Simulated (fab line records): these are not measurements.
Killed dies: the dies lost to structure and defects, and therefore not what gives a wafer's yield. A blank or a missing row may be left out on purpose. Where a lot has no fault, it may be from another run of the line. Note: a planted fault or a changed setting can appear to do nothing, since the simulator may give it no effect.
A lot that was struck, set against a sound lot + flow n5-finfet + 16 steps out of a route of 1938
Sound: the wafers L135.2, L135.3, L135.5. Wafers L145.2, L145.3, L145.5 were the ones struck. The cause comes at the end.
For every step that has rows: the tool of each side, followed by ch and its chambers, followed by its first start. Under that, the readings that differ: sound wafers + struck wafers + difference of the means + sigmas: that difference in standard deviations of wafers without a fault.
alike: readings with means less than 2 such deviations apart, plus words and numbers identical on both sides. not compared: withheld readings, readings lacking a value on some wafer, bounds such as >300 that could conceal the same value, and numbers that have no deviation in the record and whose values overlap.
The two part at a step that has a row with sigmas, a row that says differs or no value, or rows on one side only. Numbers that have no deviation but don't overlap get no sigmas and don't part them. Lack of a reading on every wafer of one side parts them only where that side has two or more wafers.

first, 1 step without rows for these wafers: N5_BEOL_M0_CUTY_STRIP_64 (strips in N2/H2).
N5_BEOL_M0_ETCH_138: etches SiCN in CH3F/O2, target depth 12 nm, time 31.6 s.
  sound on rie-diel-04 ch 0,1,2, day 6 16:10; struck on rie-diel-04 ch 2,3, day 9 15:56
  alike: CH3F_flow_sccm, bias-w, drypump-motor-current-A, etch-rf-on-time-s, oes-product-au, rf-vpp-V, showerhead-plenum-p-Torr, throttle-valve-pct
  not compared: rf-hours-counter-h
N5_BEOL_M0_HM_OPEN_105: chemistry Cl2/BCl3, target TiN, target depth 12 nm.
  sound on rie-metal-03 ch 1, day 6 17:11; struck on rie-metal-03 ch 0, day 9 19:23
| reading                     | sound             | struck            | difference | sigmas |
|-----------------------------|-------------------|-------------------|------------|--------|
| drypump-motor-current-A (A) | 5.8 5.9 5.9       | 4.9 4.9 4.9       | -1.0       | -2     |
| throttle-valve-pct (%)      | 21.82 21.83 21.83 | 22.15 22.15 22.14 | +0.32      | +2     |
  alike: bcl3-flow-sccm, oes-product-au
  not compared: rf-hours-counter-h
N5_BEOL_M0_STRIP_140: strips in CF4.
  sound on rie-diel-04 ch 0,2,3, day 6 17:21; struck on rie-diel-04 ch 0,2,3, day 9 19:34
  alike: drypump-motor-current-A, oes-product-au, rf-vpp-V, showerhead-plenum-p-Torr, throttle-valve-pct
  not compared: rf-hours-counter-h
N5_BEOL_M0_STRIP_104: strips in N2/H2.
  sound on rie-diel-04 ch 0,2,3, day 6 17:22; struck on rie-diel-04 ch 0,2,3, day 9 19:35
  alike: drypump-motor-current-A, oes-product-au, rf-vpp-V, showerhead-plenum-p-Torr, temp-c, throttle-valve-pct
  not compared: rf-hours-counter-h
then, 1 step without rows for these wafers: N5_BEOL_M0_WET_ETCH_106 (etches SiO2 in DHF, target depth 130 nm, rinse time 30 s).
N5_BEOL_M0_ETCH_128: etches SiCN in CF4/N2, target depth 12 nm, overetch 5.1 nm, time 21.4 s.
  sound on rie-diel-03 ch 0,1,3, day 6 17:52; struck on rie-diel-04 ch 0,2, day 9 19:44
  alike: bias-w, drypump-motor-current-A, oes-product-au, rf-vpp-V, showerhead-plenum-p-Torr, throttle-valve-pct
  not compared: rf-hours-counter-h
then, 2 steps without rows for these wafers: N5_BEOL_M0_TRENCH_ETCH_107 (etches SiOC in C4F6/O2, target depth 32.8 nm, time 16.4 s); N5_BEOL_M0_STRIP_142 (strips in N2/H2, time 10 s).
N5_BEOL_M0_OCD_MEAS_108:
  sound on ocd-01 at day 6 18:01; struck on ocd-02 at day 9 19:54
  alike: trench-depth-nm
then, 2 steps without rows for these wafers: N5_BEOL_M0_HM_STRIP_129 (strips TiN in peroxide tin strip, target depth 17 nm, time 108 s); N5_BEOL_M0_SRD_130 (time 30 s).
N5_BEOL_M0_ETCH_109: etches SiCN in CH3F/O2, target depth 8 nm, overetch 2.4 nm, time 27.4 s.
  sound on rie-diel-03 ch 0,1,3, day 6 18:07; struck on rie-diel-03 ch 0,2,3, day 9 20:01
| reading      | sound             | struck            | difference | sigmas |
|--------------|-------------------|-------------------|------------|--------|
| bias-w (W)   | 75.35 74.66 75.26 | 94.34 93.91 94.37 | +19.12     | +87    |
| rf-vpp-V (V) | 298.0 300.6 296.5 | 343.4 341.7 344.8 | +44.9      | +24    |
  alike: CH3F_flow_sccm, drypump-motor-current-A, oes-product-au, showerhead-plenum-p-Torr, throttle-valve-pct
  not compared: rf-hours-counter-h
then, 1 step without rows for these wafers: N5_BEOL_M0_STRIP_139 (strips in post etch residue remover, time 60 s).
-- here the record skips 4 days between the struck wafers' starts before and after, leaving off in module BEOL_M0 and picking up in module BEOL_M4 (first step shown: number 1111 of the route) --
N5_BEOL_M4_RC_MEAS_101:
  sound on prober-02 ch 0, day 10 13:40; struck on prober-01 ch 0, day 13 09:08
  alike: DIBL_N, DIBL_P, IOFF_N, IOFF_P, ION_N, ION_P, SS_N, SS_P, VT_N, VT_P
then, 1 step without rows for these wafers: N5_PASSIVATION_PROBE_49.

WHERE THEY PART
First at N5_BEOL_M0_HM_OPEN_105; last, within this record, at N5_BEOL_M0_ETCH_109. Later steps at which nothing parts them and some readings are alike: N5_BEOL_M4_RC_MEAS_101.

WHY: whatever the simulator had introduced
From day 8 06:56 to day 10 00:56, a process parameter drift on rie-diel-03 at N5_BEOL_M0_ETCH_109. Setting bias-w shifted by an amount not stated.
